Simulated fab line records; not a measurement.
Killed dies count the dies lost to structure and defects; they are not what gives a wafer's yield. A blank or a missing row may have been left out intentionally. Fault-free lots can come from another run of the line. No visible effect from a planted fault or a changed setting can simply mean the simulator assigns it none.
The same fault as seen by 2 desks -- flow nandHarc -- each desk holds nothing but its own numbers, with what lay behind them at the end

AT THE METROLOGY DESK
What the gauges read, lot by lot, whatever tool the lot ran on: means of the sampled wafers that have a number. A lot is out of limits, marked OUT, if its mean lies more than 4 standard deviations from the usual mean; the brackets give that distance.
Columns: A = cdNm at NHARC_A_M1_CD_MEAS_09, usual 119.8 nm; B = cdNm at NHARC_A_M1_CD_MEAS_16, usual 119.6 nm; C = cdNm at NHARC_A_BONDPAD_CD_MEAS_13, usual 499.7 nm
lot,first seen here,A,B,C
L591,day 17 19:05,119.1,119.2,500.5
L590,day 17 22:08,120.3,120.4,503.4
L592,day 18 07:50,119.6,119.4,497.2
L589,day 18 08:34,119.4,119.9,499.6
L593,day 18 09:28,119.8,119.4,500.8
L594,day 18 12:30,119.9,120.2,502.0
L596,day 19 17:57,120.5,120.7,502.8
L603,day 20 15:59,119.9,119.8,501.5
L601,day 20 16:50,120.0,120.3,499.7
L605,day 21 09:11,119.3,118.4,501.0
L602,day 21 16:21,119.6,119.1,499.8
L608,day 22 02:41,119.9,119.6,499.4
L610,day 22 19:25,119.3,118.7,500.1
L611,day 23 07:37,119.7,119.3,500.5
This desk found nothing out of limits on any of the 14 lots.

AT THE TOOL OWNER'S DESK: lithoTrack-07
At NHARC_A_BONDPAD_SOFTBAKE_04 (time 70 s), the tool's own readings, given per lot that ran on this tool as the mean of the sampled wafers with a number. A lot is out of limits, marked OUT, if its mean lies more than 4 standard deviations from the usual mean; the brackets give that distance.
Columns: A = heaterPowerTotalW at NHARC_A_BONDPAD_SOFTBAKE_04, usual 200.7 W
lot,first seen here,A
L589,day 18 12:00,201.5
L593,day 18 13:00,202.4
L601,day 20 21:00,336.4 (+99 or more) OUT
L602,day 21 20:00,333.3 (+99 or more) OUT
This desk's verdict: out of limits on L601, L602, starting with L601 at day 20 21:00 (heaterPowerTotalW at NHARC_A_BONDPAD_SOFTBAKE_04). In limits: L589, L593.

PUT TOGETHER
On L601, L602, at day 20 21:00, an alarm was possible from the tool owner's desk.
Metrology desk: nothing out of limits seen.
The metrology desk has L601, L602 on record, within its limits.
Of the lots named, all ran NHARC_A_BONDPAD_SOFTBAKE_04 on lithoTrack-07.

WHAT THE SIMULATOR PUT IN
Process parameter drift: lithoTrack-07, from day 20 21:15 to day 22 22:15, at NHARC_A_BONDPAD_SOFTBAKE_04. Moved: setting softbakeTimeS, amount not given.
Struck lots among those shown: L601, L602.
